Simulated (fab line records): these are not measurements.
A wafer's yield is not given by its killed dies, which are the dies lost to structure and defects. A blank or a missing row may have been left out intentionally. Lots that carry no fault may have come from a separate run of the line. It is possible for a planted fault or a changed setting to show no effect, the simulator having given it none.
Chamber matching | flow nandHarc | NHARC_A_STAIRCASE_DESCUM_186 on rieDiel-04: 4 sister chambers
The step chemistry O2, time 3 s. 4 wafers are shown with their chamber, then 9 later ones without.

EACH WAFER AND ITS CHAMBER
wafer  | chamber | showerheadPlenumPTorr (Torr)
L078.3 | 1       | 1.97
L085.5 | 0       | 1.78
L088.4 | 3       | 1.85
L088.5 | 2       | 1.84

WAFERS WITHOUT THEIR CHAMBER
wafer  | showerheadPlenumPTorr (Torr)
L094.1 | 1.83
L094.2 | 2.07
L094.4 | 1.85
L093.1 | 2.07
L093.4 | 1.85
L093.6 | 2.07
L097.1 | 2.07
L097.4 | 1.83
L097.5 | 2.07

WHICH CHAMBER EACH ONE RAN IN
wafer  | from the rows above               | in truth
L094.1 | can't be placed: 2 or 3 or 0 or 1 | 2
L094.2 | can't be placed: 1 or 3 or 2      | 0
L094.4 | can't be placed: 3 or 2 or 0 or 1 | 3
L093.1 | can't be placed: 1 or 3 or 2      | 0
L093.4 | can't be placed: 3 or 2 or 0 or 1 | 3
L093.6 | can't be placed: 1 or 3 or 2      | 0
L097.1 | can't be placed: 1 or 3 or 2      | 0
L097.4 | can't be placed: 2 or 3 or 0 or 1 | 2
L097.5 | can't be placed: 1 or 3 or 2      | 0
Correct placement for 0 of the 9. From these rows, 9 cannot be placed; in 4 the true chamber is one of the candidates. 0 placed wrongly.
How it was worked out, from the rows above alone: a wafer's distance from a chamber is the root of the sum, over the readings, of the square of ((its reading less the chamber's mean) divided by the reading's scatter). The wafer belongs to the nearest chamber; if the next one is less than 2 further off, it can't be placed. For every chamber, the mean is computed from those of its wafers that are shown. The scatter: with one shown wafer a chamber, the root of the mean of the squares of how far each hidden wafer lies from its nearest shown one.
